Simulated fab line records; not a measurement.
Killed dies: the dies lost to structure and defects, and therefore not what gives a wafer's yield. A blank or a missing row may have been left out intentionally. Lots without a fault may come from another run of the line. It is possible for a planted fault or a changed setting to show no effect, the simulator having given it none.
Chamber matching || flow nand-harc || 4 sister chambers for NHARC_A_BONDPAD_CMP_19 on cmp-02
The step polishes, t overpolish 30 s, cu recess touch 16 s, target thk 169.82 nm. 8 wafers are shown with their chamber, then 7 later ones without.

## EACH WAFER AND ITS CHAMBER
{"wafer": "L272.6", "chamber": 1, "motor-current-A (A)": 13.2, "overpolish-run-s (s)": 29.999}
{"wafer": "L273.2", "chamber": 1, "motor-current-A (A)": 13.5, "overpolish-run-s (s)": 30.009}
{"wafer": "L279.3", "chamber": 3, "motor-current-A (A)": 11.6, "overpolish-run-s (s)": 29.999}
{"wafer": "L280.3", "chamber": 2, "motor-current-A (A)": 11.1, "overpolish-run-s (s)": 30.005}
{"wafer": "L280.4", "chamber": 0, "motor-current-A (A)": 11.7, "overpolish-run-s (s)": 30.015}
{"wafer": "L280.6", "chamber": 3, "motor-current-A (A)": 11.4, "overpolish-run-s (s)": 30.021}
{"wafer": "L281.2", "chamber": 0, "motor-current-A (A)": 11.5, "overpolish-run-s (s)": 29.989}
{"wafer": "L281.3", "chamber": 2, "motor-current-A (A)": 10.9, "overpolish-run-s (s)": 30.001}

## WAFERS MISSING THEIR CHAMBER
{"wafer": "L281.5", "motor-current-A (A)": 11.1, "overpolish-run-s (s)": 30.016}
{"wafer": "L283.1", "motor-current-A (A)": 11.9, "overpolish-run-s (s)": 30.003}
{"wafer": "L283.2", "motor-current-A (A)": 11.3, "overpolish-run-s (s)": 30.003}
{"wafer": "L283.6", "motor-current-A (A)": 12.9, "overpolish-run-s (s)": 30.010}
{"wafer": "L284.1", "motor-current-A (A)": 12.5, "overpolish-run-s (s)": 30.014}
{"wafer": "L284.4", "motor-current-A (A)": 11.9, "overpolish-run-s (s)": 30.011}
{"wafer": "L284.5", "motor-current-A (A)": 11.5, "overpolish-run-s (s)": 30.007}

## WHICH CHAMBER EACH ONE RAN IN
{"wafer": "L281.5", "from the rows above": "can't be placed: 2 or 3", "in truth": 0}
{"wafer": "L283.1", "from the rows above": "can't be placed: 0 or 3", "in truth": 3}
{"wafer": "L283.2", "from the rows above": "can't be placed: 3 or 2 or 0", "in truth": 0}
{"wafer": "L283.6", "from the rows above": 1, "in truth": 1}
{"wafer": "L284.1", "from the rows above": "can't be placed: 1 or 0 or 3", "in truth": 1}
{"wafer": "L284.4", "from the rows above": "can't be placed: 0 or 3", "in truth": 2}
{"wafer": "L284.5", "from the rows above": "can't be placed: 3 or 0", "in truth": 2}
Placed correctly: 1 of 7. Can't be placed from these rows: 6 (the true chamber is among the candidates in 3). Placed wrongly: 0.
How it was worked out, from the rows above alone: a wafer's distance from a chamber is the root of the sum, over the readings, of the square of ((its reading less the chamber's mean) divided by the reading's scatter). If the next closest chamber is less than 2 further off than the closest, the wafer can't be placed; otherwise it belongs to the closest. The mean given for a chamber averages the wafers shown for that chamber. The scatter: the root of (the sum of the squares of (reading less its chamber's mean) over the shown wafers, divided by (wafers less chambers)).
